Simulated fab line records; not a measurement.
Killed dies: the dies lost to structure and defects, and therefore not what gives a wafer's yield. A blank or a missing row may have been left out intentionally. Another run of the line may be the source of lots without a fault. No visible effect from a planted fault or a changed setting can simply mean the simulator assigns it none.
fab line records    flow nand_harc
record: lots: 13  wafers: 39  last_day: 33
route steps=1302 shown P_ZERO_WELL@27 P_STI@85
lots that met no fault: from a run of the same line without faults
start_h: start of the lot's first displayed wafer, in hours after the record's first day    wait_h: how many hours have passed since the lot's step before this one    " as in the row above    L1.1+2: a row that stands for several wafers    - no value, or no start given    * or withheld: withheld    < > ~ a bound
route shown NAME@n: a module of which the file shows steps, and the number in the route of the first    usual: mean/standard deviation taken from wafers without a fault    same: alike in all rows    chamber/n: place in a boat    sites: the reading at each site    _std_site: how widely they spread, as a standard deviation    _edge_site: outer sites' mean less inner sites'    radius_mm: how far each site lies from the wafer's centre    mask NAME#n: copy n    behind: the most recent tool/chamber to have shaped the wafer    hold: reason for holding the lot/hours on hold/outcome of the hold    device: names the non-switching transistor (n, p or np)    end of line: at the end of the route, the tests of the same wafers    where a step has no rows: the recipe by itself    killed: count of dies lost to structure and defects at first sort (not the wafer's yield)    map: the dies of a wafer, with x for killed, . for not killed, _ for no die there
set.NAME: the setting the step ran with; set.NAME@STEP: the setting that earlier step ran with    model.NAME: the simulator's own value behind a step, which no gauge read
the route's steps for a sample of lots (tables are steps, rows are wafers)
services: a tool's chamber out of use, with start hour (start_h, from the record's first day; less than 0 if before it), hours out, and reason
== steps ==
step: NHARC_P_ZERO_WELL_PEB_22
recipe: peb_temp_c: 118  peb_time_s: 85
usual: heater_power_total_W: 163.92/0.28  plate_temp_C: 117.97/0.13
lot.wafer  tool            chamber  start_h  wait_h  heater_power_total_W  plate_temp_C
L797.1     litho_track-05  0        32.51    0.1     163.87                117.95
L797.4     "               0        "        "       163.64                117.66
L797.5     "               0        "        "       164.37                117.76
L801.1     litho_track-03  0        72.41    0.1     164.36                118.27
L801.3     "               0        "        "       163.73                117.90
L801.6     "               0        "        "       164.18                118.03
L802.1     litho_track-03  0        82.67    0.1     163.67                117.90
L802.4     "               0        "        "       164.04                117.99
L802.6     "               0        "        "       163.63                118.15
L803.2     litho_track-07  0        92.49    0.1     163.68                118.10
L803.4     "               0        "        "       163.64                118.21
L803.6     "               0        "        "       164.16                118.18
L806.2     litho_track-07  0        122.41   0.1     163.82                117.94
L806.4     "               0        "        "       164.19                117.87
L806.5     "               0        "        "       163.72                117.98
L807.1     litho_track-05  0        132.34   0.1     163.65                118.07
L807.2     "               0        "        "       163.72                118.15
L807.3     "               0        "        "       163.72                118.09
L808.2     litho_track-07  0        142.50   0.1     163.66                117.87
L808.3     "               0        "        "       163.98                118.02
L808.6     "               0        "        "       164.13                118.01
L809.3     litho_track-03  0        152.87   0.1     164.48                118.26
L809.4     "               0        "        "       164.13                117.97
L809.6     "               0        "        "       163.99                118.15
L811.1     litho_track-03  0        172.56   0.1     164.15                118.00
L811.4     "               0        "        "       163.71                118.00
L811.6     "               0        "        "       163.88                118.07
L812.1     litho_track-03  0        182.37   0.1     179.63                126.89
L812.5     "               0        "        "       181.23                126.79
L812.6     "               0        "        "       180.36                126.89
L813.2     litho_track-03  0        192.53   0.1     181.15                126.86
L813.3     "               0        "        "       179.79                126.71
L813.6     "               0        "        "       180.09                126.85
L815.3     litho_track-05  0        212.37   0.0     164.29                117.87
L815.4     "               0        "        "       163.60                118.02
L815.6     "               0        "        "       163.79                117.88
L817.2     litho_track-05  0        232.70   0.1     164.05                118.19
L817.3     "               0        "        "       163.71                118.03
L817.6     "               0        "        "       163.63                118.01
step: NHARC_P_ZERO_WELL_CD_MEAS_24
recipe: target_cd_nm: 720  landing_energy_ev: 500
usual: cd_nm: 718.1/1.7
lot.wafer  tool       chamber  start_h  wait_h  hold                      cd_nm
L797.1     cd_sem-01  0        32.60    -       -                         716.6
L797.4     "          0        "        "       -                         717.2
L797.5     "          0        "        "       -                         719.0
L801.1     cd_sem-03  0        72.50    -       -                         719.6
L801.3     "          0        "        "       -                         716.0
L801.6     "          0        "        "       -                         718.9
L802.1     cd_sem-02  0        82.76    -       -                         718.8
L802.4     "          0        "        "       -                         720.0
L802.6     "          0        "        "       -                         717.8
L803.2     cd_sem-01  0        92.58    -       -                         718.9
L803.4     "          0        "        "       -                         719.5
L803.6     "          0        "        "       -                         715.9
L806.2     cd_sem-03  0        122.51   -       -                         719.5
L806.4     "          0        "        "       -                         716.6
L806.5     "          0        "        "       -                         716.2
L807.1     cd_sem-02  0        132.43   -       -                         717.2
L807.2     "          0        "        "       -                         719.9
L807.3     "          0        "        "       -                         719.7
L808.2     cd_sem-02  0        142.59   -       -                         716.9
L808.3     "          0        "        "       -                         720.2
L808.6     "          0        "        "       -                         719.8
L809.3     cd_sem-01  0        152.97   -       -                         717.7
L809.4     "          0        "        "       -                         716.0
L809.6     "          0        "        "       -                         714.7
L811.1     cd_sem-03  0        172.65   -       -                         717.1
L811.4     "          0        "        "       -                         717.5
L811.6     "          0        "        "       -                         719.7
L812.1     cd_sem-03  0        182.46   -       await_dispo/0.2h/release  726.6
L812.5     "          0        "        "       await_dispo/0.2h/release  726.6
L812.6     "          0        "        "       await_dispo/0.2h/release  727.9
L812.1     cd_sem-03  0        -        -       -                         726.7
L812.5     "          0        "        "       -                         726.4
L812.6     "          0        "        "       -                         728.0
L813.2     cd_sem-01  0        192.62   -       await_dispo/0.2h/release  727.7
L813.3     "          0        "        "       await_dispo/0.2h/release  726.8
L813.6     "          0        "        "       await_dispo/0.2h/release  727.9
L813.2     cd_sem-01  0        -        -       -                         727.5
L813.3     "          0        "        "       -                         726.7
L813.6     "          0        "        "       -                         728.1
L815.3     cd_sem-02  0        212.47   -       -                         718.0
L815.4     "          0        "        "       -                         719.6
L815.6     "          0        "        "       -                         720.1
L817.2     cd_sem-02  0        232.80   -       -                         715.2
L817.3     "          0        "        "       -                         715.9
L817.6     "          0        "        "       -                         718.5
step: NHARC_P_ZERO_WELL_INSPECT_43
usual: raw_defect_count: 15/6
lot.wafer  tool               chamber  start_h  wait_h  raw_defect_count
L797.1     defect_inspect-01  -        37.61    0.6     19
L797.4     "                  -        "        "       14
L797.5     "                  -        "        "       7
L801.1     defect_inspect-01  -        77.47    0.6     16
L801.3     "                  -        "        "       14
L801.6     "                  -        "        "       15
L802.1     defect_inspect-02  -        87.88    0.6     13
L802.4     "                  -        "        "       14
L802.6     "                  -        "        "       8
L803.2     defect_inspect-02  -        97.59    0.5     19
L803.4     "                  -        "        "       13
L803.6     "                  -        "        "       19
L806.2     defect_inspect-01  -        127.61   0.5     13
L806.4     "                  -        "        "       13
L806.5     "                  -        "        "       15
L807.1     defect_inspect-02  -        137.42   0.6     13
L807.2     "                  -        "        "       13
L807.3     "                  -        "        "       8
L808.2     defect_inspect-01  -        147.62   0.5     8
L808.3     "                  -        "        "       16
L808.6     "                  -        "        "       6
L809.3     defect_inspect-01  -        163.31   0.4     7
L809.4     "                  -        "        "       7
L809.6     "                  -        "        "       14
L811.1     defect_inspect-01  -        178.26   0.6     13
L811.4     "                  -        "        "       9
L811.6     "                  -        "        "       19
L812.1     defect_inspect-02  -        188.88   0.6     23
L812.5     "                  -        "        "       8
L812.6     "                  -        "        "       9
L813.2     defect_inspect-02  -        200.50   0.5     16
L813.3     "                  -        "        "       10
L813.6     "                  -        "        "       9
L815.3     defect_inspect-02  -        217.57   0.4     20
L815.4     "                  -        "        "       24
L815.6     "                  -        "        "       10
L817.2     defect_inspect-01  -        237.85   0.5     16
L817.3     "                  -        "        "       9
L817.6     "                  -        "        "       12
step: NHARC_P_STI_INSPECT_11
usual: raw_defect_count: 6/3.1
lot.wafer  tool               chamber  start_h  wait_h  raw_defect_count
L797.1     defect_inspect-02  -        52.12    0.0     7
L797.4     "                  -        "        "       4
L797.5     "                  -        "        "       2
L801.1     defect_inspect-02  -        94.10    0.0     3
L801.3     "                  -        "        "       7
L801.6     "                  -        "        "       7
L802.1     defect_inspect-02  -        103.22   0.0     9
L802.4     "                  -        "        "       3
L802.6     "                  -        "        "       2
L803.2     defect_inspect-02  -        112.28   0.0     3
L803.4     "                  -        "        "       7
L803.6     "                  -        "        "       2
L806.2     defect_inspect-01  -        146.52   0.0     4
L806.4     "                  -        "        "       17
L806.5     "                  -        "        "       6
L808.2     defect_inspect-02  -        159.76   0.0     7
L808.3     "                  -        "        "       1
L808.6     "                  -        "        "       6
L807.1     defect_inspect-01  -        159.92   0.0     5
L807.2     "                  -        "        "       8
L807.3     "                  -        "        "       5
L809.3     defect_inspect-01  -        180.32   0.0     9
L809.4     "                  -        "        "       7
L809.6     "                  -        "        "       6
L811.1     defect_inspect-01  -        193.16   0.0     9
L811.4     "                  -        "        "       14
L811.6     "                  -        "        "       12
L812.1     defect_inspect-01  -        202.33   0.0     3
L812.5     "                  -        "        "       8
L812.6     "                  -        "        "       8
L813.2     defect_inspect-01  -        212.36   0.0     5
L813.3     "                  -        "        "       9
L813.6     "                  -        "        "       5
L815.3     defect_inspect-01  -        232.64   0.0     4
L815.4     "                  -        "        "       5
L815.6     "                  -        "        "       10
L817.2     defect_inspect-01  -        252.41   0.0     9
L817.3     "                  -        "        "       3
L817.6     "                  -        "        "       8
step: NHARC_P_STI_OCD_MEAS_43
usual: trench_depth_nm: 300/3.8  trench_foot_cd_nm: 157.5/2.3
lot.wafer  tool    chamber  start_h  wait_h  trench_depth_nm  trench_foot_cd_nm
L797.1     ocd-01  -        53.32    -       298              159.5
L797.4     "       -        "        "       301              155.3
L797.5     "       -        "        "       298              157.3
L801.1     ocd-01  -        95.27    -       295              158.8
L801.3     "       -        "        "       299              157.4
L801.6     "       -        "        "       298              158.4
L802.1     ocd-01  -        104.39   -       297              162.1
L802.4     "       -        "        "       302              158.4
L802.6     "       -        "        "       299              160.5
L803.2     ocd-01  -        113.44   -       298              159.1
L803.4     "       -        "        "       305              156.1
L803.6     "       -        "        "       303              160.1
L806.2     ocd-01  -        147.69   -       296              152.9
L806.4     "       -        "        "       304              156.3
L806.5     "       -        "        "       298              156.1
L808.2     ocd-01  -        160.93   -       308              156.2
L808.3     "       -        "        "       306              158.5
L808.6     "       -        "        "       307              157.0
L807.1     ocd-02  -        161.10   -       301              156.9
L807.2     "       -        "        "       302              158.9
L807.3     "       -        "        "       300              157.1
L809.3     ocd-02  -        181.49   -       298              156.8
L809.4     "       -        "        "       302              157.0
L809.6     "       -        "        "       298              157.9
L811.1     ocd-01  -        194.37   -       300              154.9
L811.4     "       -        "        "       295              159.3
L811.6     "       -        "        "       294              154.3
L812.1     ocd-02  -        203.49   -       292              162.1
L812.5     "       -        "        "       300              159.0
L812.6     "       -        "        "       297              157.6
L813.2     ocd-01  -        213.53   -       305              154.9
L813.3     "       -        "        "       303              154.6
L813.6     "       -        "        "       302              156.7
L815.3     ocd-02  -        233.88   -       305              151.3
L815.4     "       -        "        "       310              153.4
L815.6     "       -        "        "       298              154.2
L817.2     ocd-02  -        253.58   -       291              161.9
L817.3     "       -        "        "       301              159.7
L817.6     "       -        "        "       301              157.7
== services ==
tool            chamber  start_h  hours  kind
litho_track-07  -        76.00    7.0    pm
litho_track-03  -        100.00   7.0    pm
litho_track-05  -        106.20   -      consumable_replace:filter
litho_track-05  -        124.00   7.0    pm
== key ==
first_sign: step: NHARC_P_ZERO_WELL_PEB_22  reading: plate_temp_C  direction: up  sigmas: 66  usual: *  struck: *
effect: step: NHARC_P_ZERO_WELL_PEB_22  reading: heater_power_total_W  direction: up  sigmas: 58  usual: *  struck: *
effect: step: NHARC_P_ZERO_WELL_CD_MEAS_24  reading: visit  direction: added
effect: step: NHARC_P_ZERO_WELL_CD_MEAS_24  reading: cd_nm  direction: up  sigmas: 5.4  usual: 718.1  struck: 727.3
met_at NHARC_P_ZERO_WELL_PEB_22
struck_lots L812,L813
tester_left_out L812,L813
not_acting_at NHARC_P_ZERO_WELL_INSPECT_43,NHARC_P_STI_INSPECT_11,NHARC_P_STI_OCD_MEAS_43
onset_between 172.56 182.37
fault: kind: process_parameter_drift  tool: litho_track-03  chamber: -  onset_h: 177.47  steps: NHARC_P_ZERO_WELL_PEB_22  channel: peb_temp_c  offset: *  shape: step  end_h: 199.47  acts_in: *  stated: *
tester_left_out: of these lots the tester's yield and bins aren't shown, on N5 and GAA mostly nor the transistor test; their killed dies are dies lost to structure and defects alone, not to doping, threshold or leakage, so they don't give the yield
